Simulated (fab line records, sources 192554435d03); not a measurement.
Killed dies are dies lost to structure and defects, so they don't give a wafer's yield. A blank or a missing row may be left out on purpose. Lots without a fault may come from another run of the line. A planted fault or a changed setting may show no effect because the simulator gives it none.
Chamber matching | flow n5_finfet | N5_BEOL_M3_CO_CAP_55 on cvd_co-01: 3 sister chambers
The step material Co, precursor CCTBA/H2, target thk 2 nm, time 102.1 s. 6 wafers are shown with their chamber, then 8 later ones without.

WAFERS WITH THEIR CHAMBER
wafer  | chamber | heater_power_w (W)
L220.3 | 1       | 245
L224.3 | 1       | 247
L224.6 | 2       | 260
L228.5 | 0       | 215
L228.6 | 2       | 254
L235.2 | 0       | 214

WAFERS WITHOUT THEIR CHAMBER
wafer  | heater_power_w (W)
L235.5 | 257
L235.6 | 216
L236.4 | 254
L236.5 | 217
L236.6 | 243
L237.2 | 251
L237.4 | 218
L237.6 | 260

WHICH CHAMBER EACH WENT THROUGH
wafer  | from the rows above     | in truth
L235.5 | 2                       | 2
L235.6 | 0                       | 0
L236.4 | can't be placed: 2 or 1 | 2
L236.5 | 0                       | 0
L236.6 | 1                       | 1
L237.2 | can't be placed: 1 or 2 | 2
L237.4 | 0                       | 0
L237.6 | 2                       | 2
Placed correctly: 6 of 8. Can't be placed from these rows: 2 (the true chamber is among the candidates in 2). Placed wrongly: 0.
How it was worked out, from the rows above alone: a wafer's distance from a chamber is the root of the sum, over the readings, of the square of ((its reading less the chamber's mean) divided by the reading's scatter). The wafer belongs to the nearest chamber; if the next one is less than 2 further off, it can't be placed. A chamber's mean is the mean of its shown wafers. The scatter: the root of (the sum of the squares of (reading less its chamber's mean) over the shown wafers, divided by (wafers less chambers)).
